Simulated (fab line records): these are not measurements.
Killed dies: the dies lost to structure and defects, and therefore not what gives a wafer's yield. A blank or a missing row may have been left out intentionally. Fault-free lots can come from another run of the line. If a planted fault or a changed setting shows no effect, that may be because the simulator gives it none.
fab line records + flow n5-finfet
[record]
- lots = 6
- wafers = 18
- last-day = 20
route steps=1938 shown BEOL_M15@1811 PASSIVATION@1936
lots with no fault: from the same line, run without faults
start-h: start of the lot's first displayed wafer, in hours after the record's first day + wait-h: hours since the lot's step before + " as in the row above + L1.1+2: several wafers, shown together as one row + - either no value or no given start + * or withheld: withheld + < > ~ a bound
route shown NAME@n: a module of which the file shows steps, and the number in the route of the first + usual: mean/standard deviation taken from wafers without a fault + same: alike in all rows + chamber/n: place in a boat + sites: readings site by site + _std_site: how widely they spread, as a standard deviation + _edge_site: the outer-site mean with the inner-site mean subtracted + radius-mm: for every site, how far away it sits from the centre of the wafer + mask NAME#n: copy n + behind: the last tool/chamber to shape the wafer + hold: the reason the lot was held/the length of the hold in hours/how it ended + device: the transistor (n, p or np) that didn't switch + end of line: the route-end tests of the same wafers + where a step has no rows: the recipe by itself + killed: at the first sort, the dies lost to defects and structure; wafer yield is something else + map: per-die view of a wafer (x killed, . not killed, _ where there is no die)
set.NAME: the run value of the setting; set.NAME@STEP: its run value at that earlier step + model.NAME: the simulator's own value behind a step, which no gauge read
lots at selected steps of the route; one table per step, one row per wafer
services: the hour from which a tool's chamber was out of use, counted from the record's first day as start-h (under 0 if before that day), plus the number of hours and why
[[steps]]
[step N5_BEOL_M15_STRIP_36]
[recipe]
- chemistry = O2
- power-w = 600
- temp-c = 60
- pressure-mtorr = 30
- rf-frequency-hz = 6e+07
- bias-power-w = 0
- overash-fraction = 0.3
- o2-flow-sccm = 225
[usual]
- drypump-motor-current-A = 5.8/0.54
- oes-product-au = 0.80/0.07
- rf-vpp-V = 3.7/0.91
- showerhead-plenum-p-Torr = 2.08/0.068
- throttle-valve-pct = 16.57/0.21
| lot.wafer | tool        | chamber | start-h | wait-h | drypump-motor-current-A | oes-product-au | rf-hours-counter-h | rf-vpp-V | showerhead-plenum-p-Torr | throttle-valve-pct |
|-----------|-------------|---------|---------|--------|-------------------------|----------------|--------------------|----------|--------------------------|--------------------|
| L695.2    | rie-diel-02 | 1       | 294.93  | 0.4    | 6.4                     | 0.84           | 65                 | 4.6      | 2.23                     | 16.61              |
| L695.3    | "           | 0       | "       | "      | 5.7                     | 0.79           | 125                | 3.6      | 2.12                     | 16.36              |
| L695.5    | "           | 0       | "       | "      | 5.8                     | 0.79           | -                  | 2.2      | 2.12                     | 16.40              |
| L702.2    | rie-diel-02 | 2       | 325.54  | 2.1    | 6.1                     | 0.77           | 111                | 4.0      | 2.12                     | 16.78              |
| L702.3    | "           | 3       | "       | "      | 4.8                     | 0.79           | 107                | 2.5      | 2.02                     | 16.39              |
| L702.6    | "           | 2       | "       | "      | 6.1                     | 0.77           | -                  | 3.5      | 2.12                     | 16.78              |
| L706.1    | rie-diel-06 | 3       | 359.74  | 1.4    | 5.8                     | 0.75           | 162                | 3.7      | 2.02                     | 16.96              |
| L706.2    | "           | 2       | "       | "      | 6.6                     | 0.91           | 29                 | 3.1      | 2.05                     | 16.54              |
| L706.6    | "           | 2       | "       | "      | 6.6                     | 0.92           | -                  | 3.7      | 2.05                     | 16.58              |
| L711.2    | rie-diel-02 | 2       | 392.90  | 1.5    | 6.1                     | 0.75           | 134                | 5.3      | 2.11                     | 16.83              |
| L711.3    | "           | 1       | "       | "      | 6.4                     | 0.80           | 96                 | 2.6      | 2.22                     | 16.63              |
| L711.4    | "           | 0       | "       | "      | 5.8                     | 0.75           | 154                | 2.7      | 2.10                     | 16.44              |
| L714.1    | rie-diel-02 | 3       | 396.71  | 0.1    | 4.7                     | 0.76           | 129                | 4.9      | 2.01                     | 16.47              |
| L714.5    | "           | 0       | "       | "      | 5.7                     | 0.76           | -                  | 3.3      | 2.10                     | 16.47              |
| L714.6    | "           | 1       | "       | "      | 6.4                     | 0.80           | -                  | 2.9      | 2.22                     | 16.69              |
| L718.3    | rie-diel-05 | 2       | 449.50  | 1.8    | 5.3                     | 0.82           | 105                | 3.5      | 2.02                     | 16.55              |
| L718.4    | "           | 1       | "       | "      | 5.9                     | 0.69           | 228                | 3.5      | 2.07                     | 16.59              |
| L718.6    | "           | 3       | "       | "      | 5.8                     | 0.70           | -                  | 3.0      | 2.17                     | 16.58              |
[step N5_BEOL_M15_STRIP_62]
[recipe]
- chemistry = O2
- power-w = 600
- temp-c = 60
- pressure-mtorr = 30
- rf-frequency-hz = 6e+07
- bias-power-w = 0
- overash-fraction = 0.3
- o2-flow-sccm = 225
[step N5_BEOL_M15_STRIP_37]
[recipe]
- chemistry = O2
- power-w = 600
- temp-c = 60
- pressure-mtorr = 30
- rf-frequency-hz = 6e+07
- bias-power-w = 0
- overash-fraction = 0.3
- o2-flow-sccm = 225
[usual]
- drypump-motor-current-A = 5.8/0.54
- oes-product-au = 0.79/0.071
- rf-vpp-V = 3.7/0.67
- showerhead-plenum-p-Torr = 2.08/0.068
- throttle-valve-pct = 16.57/0.2
| lot.wafer | tool        | chamber | start-h | wait-h | drypump-motor-current-A | oes-product-au | rf-hours-counter-h | rf-vpp-V | showerhead-plenum-p-Torr | throttle-valve-pct |
|-----------|-------------|---------|---------|--------|-------------------------|----------------|--------------------|----------|--------------------------|--------------------|
| L695.2    | rie-diel-02 | 1       | -       | -      | 6.4                     | 0.83           | 65                 | 4.1      | 2.23                     | 16.61              |
| L695.3    | "           | 0       | "       | "      | 5.7                     | 0.78           | 125                | 3.5      | 2.11                     | 16.39              |
| L695.5    | "           | 0       | "       | "      | 5.8                     | 0.78           | -                  | 3.3      | 2.11                     | 16.39              |
| L702.2    | rie-diel-02 | 2       | -       | -      | 6.1                     | 0.78           | 111                | 3.7      | 2.12                     | 16.77              |
| L702.3    | "           | 3       | "       | "      | 4.7                     | 0.77           | 107                | 3.0      | 2.02                     | 16.43              |
| L702.6    | "           | 2       | "       | "      | 6.2                     | 0.79           | -                  | 4.3      | 2.12                     | 16.79              |
| L706.1    | rie-diel-06 | 3       | -       | -      | 5.8                     | 0.75           | 162                | 2.3      | 2.01                     | 16.92              |
| L706.2    | "           | 2       | "       | "      | 6.6                     | 0.91           | 29                 | 3.4      | 2.05                     | 16.55              |
| L706.6    | "           | 2       | "       | "      | 6.6                     | 0.91           | -                  | 3.7      | 2.05                     | 16.56              |
| L711.2    | rie-diel-02 | 2       | -       | -      | 6.1                     | 0.75           | 134                | 3.6      | 2.11                     | 16.83              |
| L711.3    | "           | 1       | "       | "      | 6.4                     | 0.81           | 96                 | 3.8      | 2.22                     | 16.69              |
| L711.4    | "           | 0       | "       | "      | 5.8                     | 0.75           | 154                | 3.3      | 2.10                     | 16.44              |
| L714.1    | rie-diel-02 | 3       | -       | -      | 4.7                     | 0.76           | 129                | 4.2      | 2.01                     | 16.46              |
| L714.5    | "           | 0       | "       | "      | 5.8                     | 0.76           | -                  | 4.5      | 2.10                     | 16.45              |
| L714.6    | "           | 1       | "       | "      | 6.4                     | 0.79           | -                  | 4.1      | 2.22                     | 16.69              |
| L718.3    | rie-diel-05 | 2       | -       | -      | 5.3                     | 0.81           | 105                | 3.2      | 2.02                     | 16.56              |
| L718.4    | "           | 1       | "       | "      | 6.0                     | 0.69           | 228                | 4.8      | 2.07                     | 16.59              |
| L718.6    | "           | 3       | "       | "      | 5.8                     | 0.70           | -                  | 5.2      | 2.17                     | 16.58              |
[step N5_BEOL_M15_ETCH_38]
[recipe]
- chemistry = CF4/N2
- target = SiCN
- target-depth-a = 1064
- taper-deg = 2
- time-s = 120.5
- ion-energy-ev = 150
- mask-material = SiO2
- pressure-mtorr = 40
- source-w = 430
- bias-w = 70
- Ar_flow_sccm = 100
- cf4-flow-sccm = 60
- n2-flow-sccm = 60
[step N5_BEOL_M15_PRECLEAN_39]
[recipe]
- chemistry = residue-remover
- time-s = 60
- temp-c = 40
[step N5_BEOL_M15_SRD_40]
[recipe]
- time-s = 30
- temp-c = 23
- rinse-liquid = diw
- dry = n2-spin
- spin-rpm = 1500
- dry-time-s = 30
[step N5_BEOL_M15_DEGAS_41]
[recipe]
- ambient = vacuum
- temp-c = 300
- time-s = 60
[usual]
- heater-power-w = 463/27
| lot.wafer | tool           | chamber | start-h | wait-h | heater-power-w |
|-----------|----------------|---------|---------|--------|----------------|
| L695.2    | pvd-sputter-01 | -       | 295.47  | 0.2    | 465            |
| L695.3    | "              | -       | "       | "      | 460            |
| L695.5    | "              | -       | "       | "      | 479            |
| L702.2    | pvd-sputter-01 | -       | 325.89  | 0.0    | 494            |
| L702.3    | "              | -       | "       | "      | 476            |
| L702.6    | "              | -       | "       | "      | 477            |
| L706.1    | pvd-sputter-01 | -       | 360.39  | 0.3    | 410            |
| L706.2    | "              | -       | "       | "      | 465            |
| L706.6    | "              | -       | "       | "      | 453            |
| L711.2    | pvd-sputter-02 | -       | 394.00  | 0.8    | 498            |
| L711.3    | "              | -       | "       | "      | 489            |
| L711.4    | "              | -       | "       | "      | 483            |
| L714.1    | pvd-sputter-03 | -       | 397.24  | 0.2    | 453            |
| L714.5    | "              | -       | "       | "      | 421            |
| L714.6    | "              | -       | "       | "      | 438            |
| L718.3    | pvd-sputter-01 | -       | 450.21  | 0.4    | 473            |
| L718.4    | "              | -       | "       | "      | 458            |
| L718.6    | "              | -       | "       | "      | 471            |
[step N5_BEOL_M15_PRE_CLEAN_42]
[recipe]
- gas = H2/He
- time-s = 30
- temp-c = 300
[step N5_BEOL_M15_SPUTTER_43]
[recipe]
- material = TaN
- target-thk-a = 150
- temp-c = 50
- bias-v = 168.6
- power-w = 15000
- chamber-pressure-pa = 0.12
- time-s = 24.19
[step N5_BEOL_M15_SPUTTER_44]
[recipe]
- material = Ta
- target-thk-a = 150
- temp-c = 50
- bias-v = 80
- power-w = 15000
- chamber-pressure-pa = 0.07
- time-s = 24.19
[step N5_BEOL_M15_SPUTTER_45]
[recipe]
- material = Cu
- target-thk-a = 1000
- temp-c = -20
- bias-v = 60
- power-w = 26000
- chamber-pressure-pa = 0.13
- time-s = 16.67
[usual]
- bias-v = 60.0/0.59
- throttle-valve-pct = 30.6/0.64
| lot.wafer | tool           | chamber | start-h | wait-h | bias-v | throttle-valve-pct |
|-----------|----------------|---------|---------|--------|--------|--------------------|
| L695.2    | pvd-sputter-01 | -       | 295.71  | 0.0    | 59.6   | 30.8               |
| L695.3    | "              | -       | "       | "      | 60.1   | 31.6               |
| L695.5    | "              | -       | "       | "      | 59.8   | 30.2               |
| L702.2    | pvd-sputter-01 | -       | 326.13  | 0.0    | 59.8   | 30.3               |
| L702.3    | "              | -       | "       | "      | 60.2   | 30.8               |
| L702.6    | "              | -       | "       | "      | 60.6   | 31.1               |
| L706.1    | pvd-sputter-01 | -       | 360.66  | 0.0    | 60.8   | 31.3               |
| L706.2    | "              | -       | "       | "      | 59.7   | 30.7               |
| L706.6    | "              | -       | "       | "      | 59.0   | 31.8               |
| L711.2    | pvd-sputter-02 | -       | 394.24  | 0.0    | 60.3   | 30.2               |
| L711.3    | "              | -       | "       | "      | 60.2   | 30.3               |
| L711.4    | "              | -       | "       | "      | 59.9   | 31.0               |
| L714.1    | pvd-sputter-03 | -       | 397.48  | 0.0    | 59.8   | 29.8               |
| L714.5    | "              | -       | "       | "      | 60.9   | 30.8               |
| L714.6    | "              | -       | "       | "      | 60.4   | 30.2               |
| L718.3    | pvd-sputter-01 | -       | 450.45  | 0.0    | 59.9   | 30.2               |
| L718.4    | "              | -       | "       | "      | 60.4   | 32.0               |
| L718.6    | "              | -       | "       | "      | 59.1   | 30.2               |
[step N5_BEOL_M15_ECD_47]
[recipe]
- material = Cu
- target-thk-a = 18600
[step N5_BEOL_M15_ANNEAL_48]
[recipe]
- temp-c = 225
- time-s = 90
- ambient = N2
[usual]
- wafer_temp_C_max = 225.70/0.21
| lot.wafer | tool          | chamber | start-h | wait-h | wafer_temp_C_max |
|-----------|---------------|---------|---------|--------|------------------|
| L695.2    | rtp-anneal-01 | 0       | 296.13  | 0.2    | 225.37           |
| L695.3    | "             | 0       | "       | "      | 224.92           |
| L695.5    | "             | 0       | "       | "      | 225.51           |
| L702.2    | rtp-anneal-02 | 0       | 326.53  | 0.2    | 225.77           |
| L702.3    | "             | 0       | "       | "      | 226.12           |
| L702.6    | "             | 0       | "       | "      | 225.66           |
| L706.1    | rtp-anneal-02 | 0       | 361.45  | 0.6    | 209.13           |
| L706.2    | "             | 0       | "       | "      | 208.77           |
| L706.6    | "             | 0       | "       | "      | 208.76           |
| L711.2    | rtp-anneal-02 | 0       | 394.97  | 0.5    | 209.03           |
| L711.3    | "             | 0       | "       | "      | 209.35           |
| L711.4    | "             | 0       | "       | "      | 209.04           |
| L714.1    | rtp-anneal-01 | 0       | 398.17  | 0.5    | 225.66           |
| L714.5    | "             | 0       | "       | "      | 225.75           |
| L714.6    | "             | 0       | "       | "      | 225.49           |
| L718.3    | rtp-anneal-02 | 0       | 450.90  | 0.2    | 225.69           |
| L718.4    | "             | 0       | "       | "      | 225.41           |
| L718.6    | "             | 0       | "       | "      | 225.70           |
[step N5_BEOL_M15_CMP_49]
[recipe]
- stop-on = SiO2
- t-overpolish-s = 4.9
- down-force-psi = 2
- platen-rpm = 80
- clearing-platen-down-force-psi = 2
- clearing-platen-rpm = 80
- post-cmp-clean = cu-alkaline
- target-thk-nm = 850
- clearing-platen-pad-velocity-m-s = 1.5917
- pad-velocity-m-s = 1.5917
[usual]
- barrier-field-endpoint-s = 11.37/0.24
- motor-current-A = 7.8/0.81
- overpolish-run-s = 4.900/0.0096
- slurry-filter-dp-kPa = 13.54/0.14
- slurry-flow-ml-min = 150.0/0.41
| lot.wafer | tool   | chamber | start-h | wait-h | barrier-field-endpoint-s | motor-current-A | overpolish-run-s | slurry-filter-dp-kPa | slurry-flow-ml-min |
|-----------|--------|---------|---------|--------|--------------------------|-----------------|------------------|----------------------|--------------------|
| L695.3    | cmp-01 | 2       | 296.42  | 0.2    | 11.64                    | 6.7             | 4.906            | 13.48                | 149.7              |
| L695.2    | "      | 0       | "       | "      | 11.84                    | 7.7             | 4.902            | 13.68                | 149.0              |
| L695.5    | "      | 2       | "       | "      | 11.81                    | 6.5             | 4.890            | 13.76                | 149.5              |
| L702.2    | cmp-02 | 2       | 326.86  | 0.3    | 11.38                    | 7.7             | 4.900            | 13.44                | 149.4              |
| L702.3    | "      | 3       | "       | "      | 11.74                    | 8.6             | 4.892            | 13.57                | 149.5              |
| L702.6    | "      | 0       | "       | "      | 11.52                    | 7.1             | 4.903            | 13.92                | 150.0              |
| L706.2    | cmp-02 | 1       | 361.83  | 0.3    | 10.92                    | 9.0             | 4.898            | 13.60                | 149.9              |
| L706.1    | "      | 2       | "       | "      | 10.97                    | 7.8             | 4.905            | 13.56                | 149.7              |
| L706.6    | "      | 0       | "       | "      | 10.99                    | 6.9             | 4.900            | 13.63                | 149.9              |
| L711.3    | cmp-04 | 0       | 395.24  | 0.2    | 11.34                    | 6.6             | 4.889            | 13.64                | 149.1              |
| L711.2    | "      | 1       | "       | "      | 11.27                    | 8.6             | 4.894            | 13.48                | 149.7              |
| L711.4    | "      | 2       | "       | "      | 11.39                    | 7.5             | 4.881            | 13.52                | 150.4              |
| L714.1    | cmp-02 | 0       | 398.50  | 0.3    | 11.30                    | 7.6             | 4.918            | 13.64                | 150.4              |
| L714.6    | "      | 3       | "       | "      | 11.33                    | 8.4             | 4.912            | 13.54                | 150.7              |
| L714.5    | "      | 0       | "       | "      | 11.22                    | 7.4             | 4.881            | 13.46                | 150.4              |
| L718.3    | cmp-01 | 3       | 451.10  | 0.2    | 11.60                    | 7.2             | 4.901            | 13.63                | 150.2              |
| L718.4    | "      | 1       | "       | "      | 11.48                    | 8.0             | 4.893            | 13.43                | 150.0              |
| L718.6    | "      | 3       | "       | "      | 11.67                    | 7.4             | 4.893            | 13.68                | 150.0              |
[step N5_PASSIVATION_PROBE_49]
[usual]
- defect-limited-yield = 91.1/1.5
- killed_at_M0_to_M3 = 36/11
- killed_at_M4_up = 14/5.6
- killed-at-contacts = 11/5.6
- killed-at-front-end = 40/12
- killed-at-other = 4/3.2
- killed-dies = 105/17
- killed-open = 69/12
- killed-short = 34/8.4
- sort_bin_5_function = 5.2/0.95
- sort_bin_6_memory = 3.3/0.63
- sort_bin_8_speed = 0.00/0.007
- sort-n-pass = 1075/17
- sort-yield-pct = 91.1/1.5
[same]
- gross-dies = 1180
- killed-at-back-side = 0
- sort_bin_4_leakage[%] = 0
| lot.wafer | tool      | chamber | start-h | wait-h | defect-limited-yield[%] | killed_at_M0_to_M3 | killed_at_M4_up | killed-at-contacts | killed-at-front-end | killed-at-other | killed-dies | killed-open | killed-short | sort_bin_5_function[%] | sort_bin_6_memory[%] | sort_bin_8_speed[%] | sort-n-pass | sort-yield-pct[%] |
|-----------|-----------|---------|---------|--------|-------------------------|--------------------|-----------------|--------------------|---------------------|-----------------|-------------|-------------|--------------|------------------------|----------------------|---------------------|-------------|-------------------|
| L702.2    | prober-01 | -       | 343.26  | 0.1    | 90.2                    | 31                 | 13              | 16                 | 49                  | 7               | 116         | 76          | 37           | 5.4                    | 3.9                  | 0                   | 1064        | 90.2              |
| L702.3    | prober-01 | -       | 343.31  | 0.1    | 91.2                    | 33                 | 13              | 12                 | 42                  | 4               | 104         | 69          | 32           | 5.1                    | 3.4                  | 0                   | 1076        | 91.2              |
| L702.6    | prober-01 | -       | 343.46  | 0.3    | 91.7                    | 25                 | 11              | 17                 | 35                  | 10              | 98          | 73          | 23           | 5.1                    | 3.1                  | 0                   | 1082        | 91.7              |
| L711.2    | prober-02 | -       | 409.90  | 0.1    | 89.8                    | 39                 | 18              | 8                  | 51                  | 4               | 120         | 92          | 28           | 6.7                    | 3.1                  | 0                   | 1060        | 89.8              |
| L711.3    | prober-02 | -       | 409.95  | 0.1    | 90.3                    | 33                 | 23              | 12                 | 43                  | 3               | 114         | 77          | 37           | 6.4                    | 3.1                  | 0                   | 1066        | 90.3              |
| L711.4    | prober-02 | -       | 410.00  | 0.2    | 91.4                    | 26                 | 18              | 16                 | 37                  | 4               | 101         | 76          | 25           | 5.3                    | 3.0                  | 0                   | 1079        | 91.4              |
// killed by level:class
L702.2 FIN_SAQP:geometric-particle:open=13 MOL_CONTACT_COAG:geometric-particle:open=11 STI_FIN_REVEAL:geometric-particle:open=10 GATE_CUT:geometric-particle:short=8 BEOL_M2:geometric-particle:open=8 BEOL_M0_SAQP:geometric-particle:open=6 BEOL_M5:geometric-particle:open=6 MOL_CONTACT_COAG:geometric-particle:short=5
L702.3 FIN_SAQP:geometric-particle:open=20 BEOL_M0_SAQP:geometric-particle:short=10 MOL_CONTACT_COAG:geometric-particle:open=9 BEOL_M2:geometric-particle:open=9 FIN_SAQP:geometric-particle:short=7 GATE_CUT:geometric-particle:short=4 GATE_CUT:geometric-particle:open=4 BEOL_M0_SAQP:geometric-particle:open=4
L702.6 MOL_CONTACT_COAG:geometric-particle:open=15 FIN_SAQP:geometric-particle:open=8 STI_FIN_REVEAL:geometric-particle:open=7 BEOL_M2:geometric-particle:open=7 BEOL_M5:geometric-particle:open=7 FIN_SAQP:geometric-particle:short=6 BEOL_M0_SAQP:geometric-particle:open=5 BEOL_M3:geometric-particle:open=5
L711.2 STI_FIN_REVEAL:geometric-particle:open=23 BEOL_M3:geometric-particle:open=17 FIN_SAQP:geometric-particle:short=8 FIN_SAQP:geometric-particle:open=7 MOL_CONTACT_COAG:geometric-particle:open=7 BEOL_M4:geometric-particle:open=6 BEOL_M2:geometric-particle:open=5 BEOL_M1:geometric-particle:open=4
L711.3 BEOL_M2:geometric-particle:open=12 MOL_CONTACT_COAG:geometric-particle:open=9 BEOL_M4:geometric-particle:open=9 DUMMY_GATE:geometric-particle:open=8 FIN_SAQP:geometric-particle:short=6 GATE_CUT:geometric-particle:open=6 GATE_CUT:geometric-particle:short=6 BEOL_M0_SAQP:geometric-particle:open=6
L711.4 MOL_CONTACT_COAG:geometric-particle:open=15 STI_FIN_REVEAL:geometric-particle:open=13 BEOL_M2:geometric-particle:open=9 BEOL_M4:geometric-particle:open=9 GATE_CUT:geometric-particle:open=8 BEOL_M0_SAQP:geometric-particle:open=5 GATE_CUT:geometric-particle:short=4 BEOL_M3:geometric-particle:open=4
[[services]]
| tool           | chamber | start-h | hours | kind   |
|----------------|---------|---------|-------|--------|
| pvd-sputter-02 | -       | 295.39  | 5.2   | repair |
| rie-diel-05    | 0       | 295.90  | 7.5   | repair |
| rie-diel-02    | -       | 306.21  | 0.9   | repair |
| rie-diel-05    | -       | 311.94  | 4.3   | pm     |
| rie-diel-06    | 0       | 313.92  | 13.7  | repair |
| cmp-04         | -       | 316.71  | 4.0   | pm     |
| rie-diel-05    | -       | 332.69  | 0.7   | repair |
| cmp-02         | -       | 335.62  | 5.2   | pm     |
| pvd-sputter-02 | -       | 366.81  | 8.6   | repair |
| cmp-01         | -       | 369.76  | 0.3   | repair |
| rtp-anneal-02  | -       | 383.37  | 2.9   | pm     |
| rie-diel-06    | 0       | 386.48  | 5.5   | repair |
| cmp-01         | -       | 387.43  | 4.0   | pm     |
| cmp-02         | -       | 389.17  | 3.4   | pm     |
| pvd-sputter-02 | -       | 396.80  | 1.1   | repair |
| rie-diel-02    | 2       | 401.27  | 1.5   | repair |
| cmp-02         | -       | 407.14  | 4.1   | repair |
| cmp-04         | -       | 410.95  | 6.7   | pm     |
| rie-diel-05    | 3       | 426.73  | 15.0  | repair |
| rie-diel-02    | 0       | 427.45  | 2.2   | repair |
| rie-diel-06    | 0       | 436.56  | 4.0   | repair |
| cmp-01         | -       | 441.90  | 1.4   | repair |
| cmp-02         | -       | 444.43  | 1.1   | repair |
| cmp-02         | -       | 446.51  | 6.5   | pm     |
[[key]]
[first-sign]
- step = N5_BEOL_M15_ANNEAL_48
- reading = wafer_temp_C_max
- direction = down
- sigmas = 79
- usual = *
- struck = *
effect none on later readings
met-at N5_BEOL_M15_ANNEAL_48
struck-wafers L706.1,L706.2,L706.6,L711.2,L711.3,L711.4
onset-between 326.53 361.45
[fault]
- kind = process-parameter-drift
- tool = rtp-anneal-02
- chamber = -
- onset-h = 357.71
- steps = N5_BEOL_M15_ANNEAL_48
- channel = temp-c
- offset = *
- shape = step
- end-h = 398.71
- acts-in = *
- stated = *
